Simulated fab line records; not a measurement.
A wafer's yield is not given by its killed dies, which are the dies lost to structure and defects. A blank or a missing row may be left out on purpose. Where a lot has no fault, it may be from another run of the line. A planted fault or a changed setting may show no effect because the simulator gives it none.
Which of the tools did it? | flow nand harc | at 1 step of a route of 1302, 11 lots with 33 wafers sampled

## WHAT THE GAUGES SHOWED, per wafer
NHARC_A_M0_CD_MEAS_16.
lot  | measured     | on        | cd nm (nm)
L963 | day 23 09:16 | cd sem-03 | 80.8 80.7 80.2
L962 | day 23 09:54 | cd sem-02 | 80.9 81.3 81.4
L964 | day 23 15:17 | cd sem-03 | 79.4 79.2 78.6
L966 | day 25 07:57 | cd sem-01 | 79.8 80.9 80.1
L973 | day 26 22:41 | cd sem-03 | 79.4 79.1 79.3
L974 | day 27 18:17 | cd sem-03 | 79.9 79.7 80.4
L975 | day 28 12:52 | cd sem-03 | 80.2 79.3 80.2
L978 | day 29 00:16 | cd sem-03 | 80.3 79.5 79.9
L981 | day 31 01:15 | cd sem-01 | 81.0 81.6 81.1
L982 | day 31 15:28 | cd sem-03 | 80.1 78.6 79.2
L985 | day 32 14:17 | cd sem-02 | 80.8 81.4 80.7

## EACH LOT AND THE TOOL THAT RAN IT (in order: tool; ch and the chambers of the sampled wafers; start)
Record: no process step prior to these readings.

## THE ANSWER, worked out from the rows above alone
Rule: usual is defined by the lots themselves. Put in order of their means at a reading, lots are off if they are a third of the lots or fewer, leave a main group of 4 or more, and stand apart from it by a gap of 3 or more times the standard deviation of the main group's means; of several such gaps the widest counts. Not used: any main group whose means are identical at the precision the tables above print for the reading. A lot without any number at a reading at which 4 lots or more have one is off too. Where the step has rows for the other lots, those lots are counted as sound.
None of the lots is off at any reading shown; this tells nothing.

## WHAT THE SIMULATOR HAD INSERTED
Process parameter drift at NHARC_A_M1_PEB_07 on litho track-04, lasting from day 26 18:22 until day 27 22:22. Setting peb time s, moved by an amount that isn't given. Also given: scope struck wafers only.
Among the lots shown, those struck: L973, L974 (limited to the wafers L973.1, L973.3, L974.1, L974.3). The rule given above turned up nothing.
